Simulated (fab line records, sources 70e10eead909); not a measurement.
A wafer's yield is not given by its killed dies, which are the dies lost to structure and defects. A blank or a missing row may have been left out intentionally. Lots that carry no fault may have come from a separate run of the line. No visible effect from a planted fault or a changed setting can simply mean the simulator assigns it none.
Which tool was responsible? | flow nandHarc | Sampling: 24 lots, 72 wafers, 4 of 1302 route steps

## WHAT EACH GAUGE READ, for each wafer
NHARC_P_ZERO_WELL_CD_MEAS_11 targets a cd of 500 nm.
lot  | measured     | on       | cdNm (nm)
L074 | day 1 21:11  | cdSem-02 | 503.8 502.7 500.2
L075 | day 2 07:14  | cdSem-03 | 498.4 497.9 498.8
L076 | day 2 17:07  | cdSem-01 | 500.0 499.6 496.7
L077 | day 3 03:16  | cdSem-01 | 496.8 497.2 498.9
L078 | day 3 13:07  | cdSem-02 | 498.5 503.3 499.8
L079 | day 3 23:15  | cdSem-03 | 498.6 497.3 499.9
L080 | day 4 09:07  | cdSem-02 | 501.2 501.9 502.0
L081 | day 4 19:14  | cdSem-01 | 501.1 498.9 498.2
L082 | day 5 05:15  | cdSem-03 | 502.1 498.4 501.9
L083 | day 5 15:16  | cdSem-03 | 496.2 499.7 496.8
L084 | day 6 01:07  | cdSem-01 | 499.9 499.8 500.0
L085 | day 6 11:14  | cdSem-02 | 497.6 498.6 496.0
L086 | day 6 21:07  | cdSem-03 | 501.2 496.1 501.5
L087 | day 7 07:07  | cdSem-01 | 498.6 501.7 501.8
L088 | day 7 17:07  | cdSem-03 | 500.4 501.4 500.3
L089 | day 8 03:14  | cdSem-02 | 502.6 501.0 498.9
L090 | day 8 13:11  | cdSem-02 | 501.3 502.3 502.7
L091 | day 8 23:19  | cdSem-02 | 500.5 497.6 497.3
L092 | day 9 09:14  | cdSem-02 | 500.7 499.2 500.5
L093 | day 9 19:14  | cdSem-03 | 497.4 499.9 501.2
L094 | day 10 05:14 | cdSem-01 | 499.7 501.6 500.0
L095 | day 10 15:15 | cdSem-02 | 501.4 498.4 501.9
L096 | day 11 01:07 | cdSem-02 | 500.5 497.2 500.5
L097 | day 11 11:15 | cdSem-03 | 503.0 501.6 498.1

NHARC_A_START_INSPECT_01.
lot  | measured     | on               | rawDefectCount
L074 | day 6 17:13  | defectInspect-01 | 4 5 0
L075 | day 7 02:59  | defectInspect-01 | 3 4 5
L076 | day 7 16:56  | defectInspect-02 | 4 1 4
L077 | day 7 17:59  | defectInspect-01 | 2 9 1
L078 | day 8 12:22  | defectInspect-01 | 2 4 0
L079 | day 8 17:47  | defectInspect-01 | 2 4 3
L080 | day 9 07:22  | defectInspect-01 | 3 5 7
L081 | day 9 10:19  | defectInspect-02 | 1 2 7
L082 | day 10 00:44 | defectInspect-01 | 2 9 5
L083 | day 10 08:21 | defectInspect-02 | 8 4 4
L084 | day 11 01:43 | defectInspect-01 | 4 5 6
L085 | day 11 08:46 | defectInspect-02 | 3 3 2
L086 | day 11 18:49 | defectInspect-01 | 1 7 1
L087 | day 11 22:32 | defectInspect-02 | 1 1 4
L088 | day 12 22:01 | defectInspect-02 | 2 2 7
L089 | day 12 21:13 | defectInspect-02 | 2 3 2
L090 | day 13 15:35 | defectInspect-01 | 7 5 0
L091 | day 13 22:52 | defectInspect-01 | 2 1 1
L092 | day 14 00:37 | defectInspect-02 | 4 10 5
L093 | day 14 14:10 | defectInspect-02 | 7 5 2
L094 | day 15 07:02 | defectInspect-02 | 5 3 4
L095 | day 15 06:27 | defectInspect-02 | 1 4 3
L096 | day 15 19:29 | defectInspect-02 | 5 7 4
L097 | day 16 16:10 | defectInspect-02 | 7 8 2

## EACH LOT AND THE TOOL THAT RAN IT (in order: tool; ch and the chambers of the sampled wafers; start)
lot  | NHARC_P_ZERO_WELL_DESCUM_13       | NHARC_P_M0_STRIP_18
L074 | rieDiel-02 ch 0,1,2, day 1 21:21  | rieDiel-12 ch 0,3, day 6 01:25
L075 | rieDiel-13 ch 0,3, day 2 07:24    | rieDiel-05 ch 0,2,3, day 6 11:32
L076 | rieDiel-12 ch 1,2,3, day 2 19:22  | rieDiel-05 ch 0,1, day 7 01:44
L077 | rieDiel-12 ch 0,2, day 3 03:25    | rieDiel-05 ch 0,3, day 7 02:11
L078 | rieDiel-02 ch 0,1,2, day 3 13:17  | rieDiel-05 ch 1,2,3, day 7 20:41
L079 | rieDiel-13 ch 0,2,3, day 3 23:24  | rieDiel-05 ch 0,1,3, day 8 02:27
L080 | rieDiel-13 ch 0,2,3, day 4 09:17  | rieDiel-05 ch 0,1,2, day 8 13:31
L081 | rieDiel-02 ch 2,3, day 4 20:04    | rieDiel-05 ch 0,2,3, day 8 18:47
L082 | rieDiel-13 ch 0,1,3, day 5 05:25  | rieDiel-02 ch 2,3, day 9 08:22
L083 | rieDiel-12 ch 0,1, day 5 15:26    | rieDiel-05 ch 2,3, day 9 16:41
L084 | rieDiel-02 ch 1,2,3, day 6 01:17  | rieDiel-05 ch 2,3, day 10 09:36
L085 | rieDiel-12 ch 0,2, day 6 11:25    | rieDiel-02 ch 0,1, day 10 16:42
L086 | rieDiel-13 ch 0,1,3, day 6 21:18  | rieDiel-05 ch 0,3, day 11 03:20
L087 | rieDiel-13 ch 0,1,3, day 7 07:16  | rieDiel-05 ch 1,2,3, day 11 07:00
L088 | rieDiel-02 ch 0,3, day 7 17:16    | rieDiel-05 ch 1,2, day 12 06:06
L089 | rieDiel-02 ch 0,3, day 8 03:43    | rieDiel-02 ch 1,2, day 12 05:10
L090 | rieDiel-12 ch 1,2, day 8 13:20    | rieDiel-05 ch 0,2, day 13 00:05
L091 | rieDiel-02 ch 0,1,3, day 8 23:29  | rieDiel-05 ch 0,1,2, day 13 07:29
L092 | rieDiel-12 ch 1,2,3, day 9 09:24  | rieDiel-02 ch 1,2,3, day 13 09:27
L093 | rieDiel-12 ch 1,2, day 9 19:26    | rieDiel-05 ch 0,2,3, day 13 22:54
L094 | rieDiel-12 ch 1,2, day 10 05:24   | rieDiel-12 ch 0,1,3, day 14 15:10
L095 | rieDiel-12 ch 1,2,3, day 10 15:26 | rieDiel-12 ch 0,1,3, day 14 14:55
L096 | rieDiel-12 ch 0,1,3, day 11 01:17 | rieDiel-05 ch 0,2,3, day 15 03:59
L097 | rieDiel-02 ch 0,1,2, day 11 11:25 | rieDiel-12 ch 1,3, day 15 21:48
- NHARC_P_ZERO_WELL_DESCUM_13: chemistry O2, time 3 s.
- NHARC_P_M0_STRIP_18: strips in N2/H2.

## WHAT THE TOOLS THEMSELVES READ (means of the sampled wafers that have a number; where no wafer has one, the mark that the record gives instead)
NHARC_P_ZERO_WELL_DESCUM_13.
lot  | tool       | drypumpMotorCurrentA (A) | oesProductAu (a.u.) | rfVppV (V) | showerheadPlenumPTorr (Torr) | throttleValvePct (%)
L074 | rieDiel-02 | 5.8                      | 1.006               | 57.9       | 1.83                         | 11.316
L075 | rieDiel-13 | 5.9                      | 1.000               | 58.4       | 1.97                         | 11.313
L076 | rieDiel-12 | 5.8                      | 1.001               | 57.9       | 1.91                         | 11.307
L077 | rieDiel-12 | 5.0                      | 0.998               | 56.6       | 1.81                         | 11.309
L078 | rieDiel-02 | 5.8                      | 1.000               | 57.7       | 1.83                         | 11.310
L079 | rieDiel-13 | 5.6                      | 0.997               | 58.7       | 1.94                         | 11.318
L080 | rieDiel-13 | 5.6                      | 0.999               | 57.7       | 1.94                         | 11.316
L081 | rieDiel-02 | 6.1                      | 0.996               | 57.3       | 1.89                         | 11.310
L082 | rieDiel-13 | 6.0                      | 0.998               | 57.9       | 1.92                         | 11.311
L083 | rieDiel-12 | 5.4                      | 0.996               | 57.6       | 1.85                         | 11.313
L084 | rieDiel-02 | 5.8                      | 1.001               | 58.0       | 1.86                         | 11.314
L085 | rieDiel-12 | 5.0                      | 0.983               | 57.8       | 1.80                         | 11.318
L086 | rieDiel-13 | 6.0                      | 1.000               | 57.1       | 1.92                         | 11.309
L087 | rieDiel-13 | 6.0                      | 0.997               | 57.3       | 1.92                         | 11.311
L088 | rieDiel-02 | 5.8                      | 0.987               | 57.4       | 1.80                         | 11.314
L089 | rieDiel-02 | 5.9                      | 1.002               | 57.8       | 1.84                         | 11.314
L090 | rieDiel-12 | 5.6                      | 0.996               | 57.1       | 1.83                         | 11.304
L091 | rieDiel-02 | 5.6                      | 0.992               | 57.8       | 1.80                         | 11.315
L092 | rieDiel-12 | 5.8                      | 1.001               | 58.0       | 1.89                         | 11.320
L093 | rieDiel-12 | 5.6                      | 1.000               | 56.7       | 1.82                         | 11.307
L094 | rieDiel-12 | 6.0                      | 0.997               | 57.4       | 1.87                         | 11.314
L095 | rieDiel-12 | 5.8                      | 0.989               | 58.3       | 1.89                         | 11.315
L096 | rieDiel-12 | 5.7                      | 0.987               | 58.0       | 1.90                         | 11.302
L097 | rieDiel-02 | 5.8                      | 1.002               | 57.7       | 1.91                         | 11.313

NHARC_P_M0_STRIP_18.
lot  | tool       | drypumpMotorCurrentA (A) | h2FlowSccm (sccm) | oesProductAu (a.u.) | rfVppV (V) | showerheadPlenumPTorr (Torr) | throttleValvePct (%)
L074 | rieDiel-12 | 5.2                      | 149.9             | 0.977               | 91.0       | 2.00                         | 14.172
L075 | rieDiel-05 | 5.9                      | 149.6             | 1.001               | 90.8       | 2.01                         | 14.176
L076 | rieDiel-05 | 6.1                      | 149.7             | 0.993               | 90.2       | 1.99                         | 14.179
L077 | rieDiel-05 | 5.8                      | 149.6             | 0.994               | 91.3       | 2.04                         | 14.172
L078 | rieDiel-05 | 6.0                      | 150.1             | 1.003               | 90.3       | 2.09                         | 14.159
L079 | rieDiel-05 | 6.0                      | 149.7             | 0.994               | 90.2       | 2.06                         | 14.177
L080 | rieDiel-05 | 6.0                      | 149.9             | 0.994               | 91.5       | 2.03                         | 14.170
L081 | rieDiel-05 | 5.9                      | 150.0             | 1.000               | 89.6       | 2.01                         | 14.174
L082 | rieDiel-02 | 6.1                      | 149.5             | 0.996               | 91.3       | 2.00                         | 14.175
L083 | rieDiel-05 | 5.8                      | 149.7             | 1.005               | 90.9       | 2.03                         | 14.175
L084 | rieDiel-05 | 5.8                      | 150.2             | 1.000               | 91.2       | 2.03                         | 14.179
L085 | rieDiel-02 | 5.5                      | 149.9             | 1.001               | 91.5       | 2.11                         | 14.170
L086 | rieDiel-05 | 5.9                      | 149.4             | 0.992               | 90.8       | 1.97                         | 14.178
L087 | rieDiel-05 | 5.9                      | 150.0             | 0.992               | 91.4       | 2.08                         | 14.165
L088 | rieDiel-05 | 6.1                      | 150.0             | 0.983               | 90.6       | 2.10                         | 14.178
L089 | rieDiel-02 | 6.0                      | 149.8             | 1.001               | 90.5       | 1.98                         | 14.172
L090 | rieDiel-05 | 5.9                      | 150.2             | 0.995               | 90.4       | 1.97                         | 14.170
L091 | rieDiel-05 | 6.0                      | 150.3             | 0.998               | 90.6       | 2.02                         | 14.174
L092 | rieDiel-02 | 5.8                      | 149.6             | 1.005               | 89.7       | 1.96                         | 14.172
L093 | rieDiel-05 | 5.8                      | 149.6             | 0.996               | 90.5       | 2.00                         | 14.166
L094 | rieDiel-12 | 5.7                      | 149.6             | 0.995               | 91.4       | 2.02                         | 14.174
L095 | rieDiel-12 | 5.7                      | 150.0             | 0.993               | 90.9       | 2.02                         | 14.176
L096 | rieDiel-05 | 5.9                      | 149.8             | 1.004               | 89.9       | 2.00                         | 14.170
L097 | rieDiel-12 | 6.2                      | 149.9             | 1.009               | 90.6       | 2.05                         | 14.167

## THE ANSWER, worked out from the rows above alone
Rule: usual is defined by the lots themselves. The widest of any qualifying gaps counts: lots, ordered by their means at a reading, are off when they make up no more than a third of the lots, leave a main group of 4 or more, and stand apart from it by 3 or more times the standard deviation of that group's means. A main group is skipped when, at the precision printed for the reading in the tables above, its means are all equal. A lot without any number at a reading at which 4 lots or more have one is off too. All remaining lots with rows at the step are treated as sound. After the gauges, taken in route order, come the tools' own readings; for these a lot's mean is taken, as printed above. At the first step where some lot is off, the reading lying furthest off is the one used; lots without a number count as furthest.
Nothing can be told from this: no lot is off at any reading shown.

## WHAT WAS PUT IN BY THE SIMULATOR
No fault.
